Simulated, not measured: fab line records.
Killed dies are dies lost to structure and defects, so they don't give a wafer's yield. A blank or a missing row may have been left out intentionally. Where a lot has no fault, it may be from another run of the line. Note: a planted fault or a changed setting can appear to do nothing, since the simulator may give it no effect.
Matching of chambers -- flow n5 finfet -- N5_BEOL_M12_TRENCH_ETCH_34 on rie diel-05: 4 sister chambers
The step etches SiOC in C4F8/O2/Ar, target depth 318.95 nm, time 125.5 s. 18 wafers are shown with their chamber, then 9 later ones without.

== EACH WAFER AND ITS CHAMBER ==
wafer,chamber,showerhead plenum p Torr (Torr),rf vpp V (V),throttle valve pct (%)
L074.1,3,3.35,663,23.79
L074.4,1,3.35,663,24.12
L074.5,0,3.27,661,23.98
L079.1,3,3.34,664,23.81
L079.3,0,3.27,661,23.97
L079.6,3,3.34,662,23.79
L081.2,3,3.34,663,23.81
L081.3,0,3.27,662,23.96
L081.5,3,3.34,662,23.79
L080.3,2,3.36,665,24.25
L080.4,0,3.27,662,23.98
L080.5,0,3.27,662,23.99
L088.1,2,3.35,665,23.92
L088.3,3,3.33,661,23.84
L088.4,0,3.26,661,24.03
L093.3,0,3.25,660,24.03
L093.4,3,3.32,662,23.84
L093.6,3,3.32,663,23.85

SIGNATURES (averages over the wafers above)
reading,chamber 0,chamber 1,chamber 2,chamber 3,scatter within a chamber
showerhead plenum p Torr,3.2657,3.3500,3.3550,3.3350,0.00934
rf vpp V,661.29,663.00,665.00,662.50,0.821
throttle valve pct,23.9914,24.1200,24.0850,23.8150,0.0674
Rule: for each reading, subtract the chamber's mean from the wafer's reading, divide by that reading's scatter and square the result; add these up over the readings and take the root, which gives the wafer's distance from the chamber. If the next closest chamber is less than 2 further off than the closest, the wafer can't be placed; otherwise it belongs to the closest. The scatter is the square root of a quotient: the sum, over the shown wafers, of each reading's squared deviation from its chamber's mean, divided by wafers minus chambers.

== WAFERS WHOSE CHAMBER IS MISSING ==
wafer,showerhead plenum p Torr (Torr),rf vpp V (V),throttle valve pct (%)
L094.1,3.25,663,24.01
L094.5,3.32,663,23.85
L094.6,3.35,664,23.93
L097.1,3.32,661,23.87
L097.2,3.34,664,23.93
L097.3,3.25,662,24.02
L097.4,3.32,661,24.19
L097.5,3.34,663,23.95
L097.6,3.32,663,23.86

== THE CHAMBER EACH PASSED THROUGH ==
wafer,from the rows above,in truth
L094.1,0,0
L094.5,3,3
L094.6,can't be placed: 2 or 3 or 1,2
L097.1,3,3
L097.2,can't be placed: 3 or 2 or 1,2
L097.3,0,0
L097.4,can't be placed: 1 or 3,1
L097.5,can't be placed: 3 or 1 or 2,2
L097.6,3,3
Correctly placed: 5 of 9. Not placeable from these rows: 4 (in 4, the candidates include the true chamber). Wrongly placed: 0.
